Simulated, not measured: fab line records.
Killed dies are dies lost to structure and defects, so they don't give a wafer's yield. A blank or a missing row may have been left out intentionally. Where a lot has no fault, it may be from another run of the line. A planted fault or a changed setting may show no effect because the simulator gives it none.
Matching of chambers :: flow n5Finfet :: 3 sister chambers for N5_BEOL_M11_CURE_71 on uvCure-01
The step cures SiCOH lowk, time 240 s. 24 wafers are shown with their chamber, then 12 later ones without.

== WAFERS PAIRED WITH THEIR CHAMBERS ==
wafer: L074.3
chamber: 1
wafer_temp_C_max: 387.5
lampPowerPct (%): 52.38

wafer: L074.4
chamber: 1
wafer_temp_C_max: 388.0
lampPowerPct (%): 52.20

wafer: L074.5
chamber: 1
wafer_temp_C_max: 388.2
lampPowerPct (%): 52.30

wafer: L075.2
chamber: 0
wafer_temp_C_max: 387.1
lampPowerPct (%): 52.29

wafer: L075.5
chamber: 0
wafer_temp_C_max: 388.0
lampPowerPct (%): 52.36

wafer: L075.6
chamber: 0
wafer_temp_C_max: 387.7
lampPowerPct (%): 52.29

wafer: L076.1
chamber: 1
wafer_temp_C_max: 388.5
lampPowerPct (%): 52.26

wafer: L076.4
chamber: 1
wafer_temp_C_max: 389.3
lampPowerPct (%): 52.33

wafer: L076.6
chamber: 1
wafer_temp_C_max: 387.9
lampPowerPct (%): 52.35

wafer: L080.3
chamber: 2
wafer_temp_C_max: 386.2
lampPowerPct (%): 52.33

wafer: L080.4
chamber: 2
wafer_temp_C_max: 386.9
lampPowerPct (%): 52.29

wafer: L080.5
chamber: 2
wafer_temp_C_max: 385.8
lampPowerPct (%): 52.32

wafer: L083.2
chamber: 0
wafer_temp_C_max: 387.6
lampPowerPct (%): 52.33

wafer: L083.5
chamber: 0
wafer_temp_C_max: 387.6
lampPowerPct (%): 52.31

wafer: L083.6
chamber: 0
wafer_temp_C_max: 387.1
lampPowerPct (%): 52.28

wafer: L088.1
chamber: 1
wafer_temp_C_max: 387.7
lampPowerPct (%): 52.32

wafer: L088.3
chamber: 1
wafer_temp_C_max: 388.3
lampPowerPct (%): 52.19

wafer: L088.4
chamber: 1
wafer_temp_C_max: 387.8
lampPowerPct (%): 52.34

wafer: L087.1
chamber: 0
wafer_temp_C_max: 387.8
lampPowerPct (%): 52.33

wafer: L087.4
chamber: 0
wafer_temp_C_max: 387.5
lampPowerPct (%): 52.22

wafer: L087.5
chamber: 0
wafer_temp_C_max: 388.0
lampPowerPct (%): 52.32

wafer: L089.1
chamber: 1
wafer_temp_C_max: 387.0
lampPowerPct (%): 52.33

wafer: L089.4
chamber: 1
wafer_temp_C_max: 388.6
lampPowerPct (%): 52.37

wafer: L089.5
chamber: 1
wafer_temp_C_max: 387.7
lampPowerPct (%): 52.33

SIGNATURES (means of the wafers above)
reading: wafer_temp_C_max
chamber 0: 387.600
chamber 1: 388.042
chamber 2: 386.300
scatter within a chamber: 0.507

reading: lampPowerPct
chamber 0: 52.3033
chamber 1: 52.3083
chamber 2: 52.3133
scatter within a chamber: 0.0512
Rule: for a wafer and a chamber, the distance is found by dividing, reading by reading, the gap between the wafer's reading and the chamber's mean by the reading's scatter, squaring, summing and taking the root. If the next closest chamber is less than 2 further off than the closest, the wafer can't be placed; otherwise it belongs to the closest. The scatter is the square root of a quotient: the sum, over the shown wafers, of each reading's squared deviation from its chamber's mean, divided by wafers minus chambers.

== WAFERS MISSING THEIR CHAMBER ==
wafer: L089.2
wafer_temp_C_max: 387.1
lampPowerPct (%): 52.28

wafer: L089.3
wafer_temp_C_max: 388.1
lampPowerPct (%): 52.43

wafer: L089.6
wafer_temp_C_max: 387.6
lampPowerPct (%): 52.31

wafer: L091.1
wafer_temp_C_max: 385.9
lampPowerPct (%): 52.29

wafer: L091.4
wafer_temp_C_max: 386.1
lampPowerPct (%): 52.34

wafer: L091.5
wafer_temp_C_max: 386.0
lampPowerPct (%): 52.37

wafer: L091.2
wafer_temp_C_max: 386.1
lampPowerPct (%): 52.38

wafer: L091.3
wafer_temp_C_max: 386.1
lampPowerPct (%): 52.30

wafer: L091.6
wafer_temp_C_max: 385.9
lampPowerPct (%): 52.35

wafer: L096.1
wafer_temp_C_max: 387.6
lampPowerPct (%): 52.22

wafer: L096.3
wafer_temp_C_max: 387.7
lampPowerPct (%): 52.33

wafer: L096.5
wafer_temp_C_max: 387.7
lampPowerPct (%): 52.31

== CHAMBER TAKEN BY EACH ==
wafer: L089.2
from the rows above: can't be placed: 0 or 2 or 1
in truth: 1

wafer: L089.3
from the rows above: can't be placed: 1 or 0 or 2
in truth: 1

wafer: L089.6
from the rows above: can't be placed: 0 or 1
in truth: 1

wafer: L091.1
from the rows above: 2
in truth: 2

wafer: L091.4
from the rows above: 2
in truth: 2

wafer: L091.5
from the rows above: 2
in truth: 2

wafer: L091.2
from the rows above: can't be placed: 2 or 0
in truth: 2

wafer: L091.3
from the rows above: 2
in truth: 2

wafer: L091.6
from the rows above: 2
in truth: 2

wafer: L096.1
from the rows above: can't be placed: 0 or 1 or 2
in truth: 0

wafer: L096.3
from the rows above: can't be placed: 0 or 1
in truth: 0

wafer: L096.5
from the rows above: can't be placed: 0 or 1
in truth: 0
5 of 12 placed correctly. Cannot be placed on the basis of these rows: 7; the candidates contain the true chamber in 7. 0 placed wrongly.
